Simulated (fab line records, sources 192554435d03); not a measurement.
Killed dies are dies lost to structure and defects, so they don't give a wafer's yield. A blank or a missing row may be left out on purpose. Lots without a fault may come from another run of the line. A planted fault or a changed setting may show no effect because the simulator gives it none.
Chamber matching | flow n5_finfet | N5_GATE_CUT_STRIP_59 on rie_diel-01: 4 sister chambers
The step strips in N2/H2, time 20 s. 18 wafers are shown with their chamber, then 9 later ones without.

WAFERS WITH THEIR CHAMBER
wafer  | chamber | throttle_valve_pct (%) | showerhead_plenum_p_Torr (Torr) | drypump_motor_current_A (A)
L078.1 | 1       | 12.62                  | 3.35                            | 5.8
L078.2 | 3       | 12.32                  | 3.33                            | 5.3
L078.5 | 2       | 11.66                  | 3.32                            | 5.4
L081.1 | 2       | 11.66                  | 3.31                            | 5.4
L081.3 | 1       | 12.64                  | 3.35                            | 5.8
L081.6 | 1       | 12.63                  | 3.35                            | 5.8
L084.1 | 0       | 11.77                  | 3.42                            | 5.9
L084.3 | 2       | 11.69                  | 3.31                            | 5.4
L084.6 | 2       | 11.70                  | 3.31                            | 5.4
L085.3 | 3       | 12.37                  | 3.32                            | 5.3
L085.4 | 0       | 11.78                  | 3.42                            | 5.9
L085.5 | 0       | 11.76                  | 3.42                            | 5.9
L087.1 | 3       | 12.38                  | 3.32                            | 5.3
L087.2 | 0       | 11.80                  | 3.42                            | 5.9
L087.5 | 2       | 11.70                  | 3.31                            | 5.3
L088.2 | 3       | 12.40                  | 3.32                            | 5.3
L088.4 | 0       | 11.78                  | 3.42                            | 5.8
L088.5 | 3       | 12.38                  | 3.32                            | 5.3

SIGNATURES (means of the wafers above)
reading                  | chamber 0 | chamber 1 | chamber 2 | chamber 3 | scatter within a chamber
throttle_valve_pct       | 11.7780   | 12.6300   | 11.6820   | 12.3700   | 0.0213
showerhead_plenum_p_Torr | 3.4200    | 3.3500    | 3.3120    | 3.3220    | 0.00338
drypump_motor_current_A  | 5.880     | 5.800     | 5.380     | 5.300     | 0.0338
Rule: a wafer's distance from a chamber is the root of the sum, over the readings, of the square of ((its reading less the chamber's mean) divided by the reading's scatter). The wafer belongs to the nearest chamber; if the next one is less than 2 further off, it can't be placed. The scatter: the root of (the sum of the squares of (reading less its chamber's mean) over the shown wafers, divided by (wafers less chambers)).

WAFERS WITHOUT THEIR CHAMBER
wafer  | throttle_valve_pct (%) | showerhead_plenum_p_Torr (Torr) | drypump_motor_current_A (A)
L089.1 | 11.69                  | 3.30                            | 5.4
L089.5 | 11.80                  | 3.42                            | 5.9
L089.6 | 12.68                  | 3.34                            | 5.7
L090.1 | 11.79                  | 3.42                            | 5.9
L090.2 | 11.71                  | 3.30                            | 5.4
L090.5 | 11.73                  | 3.30                            | 5.4
L096.1 | 12.70                  | 3.34                            | 5.8
L096.2 | 11.81                  | 3.41                            | 5.9
L096.4 | 11.76                  | 3.32                            | 5.3

WHICH CHAMBER EACH WENT THROUGH
wafer  | from the rows above | in truth
L089.1 | 2                   | 2
L089.5 | 0                   | 0
L089.6 | 1                   | 1
L090.1 | 0                   | 0
L090.2 | 2                   | 2
L090.5 | 2                   | 2
L096.1 | 1                   | 1
L096.2 | 0                   | 0
L096.4 | 2                   | 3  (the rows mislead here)
Placed correctly: 8 of 9. Can't be placed from these rows: 0. Placed wrongly: 1.
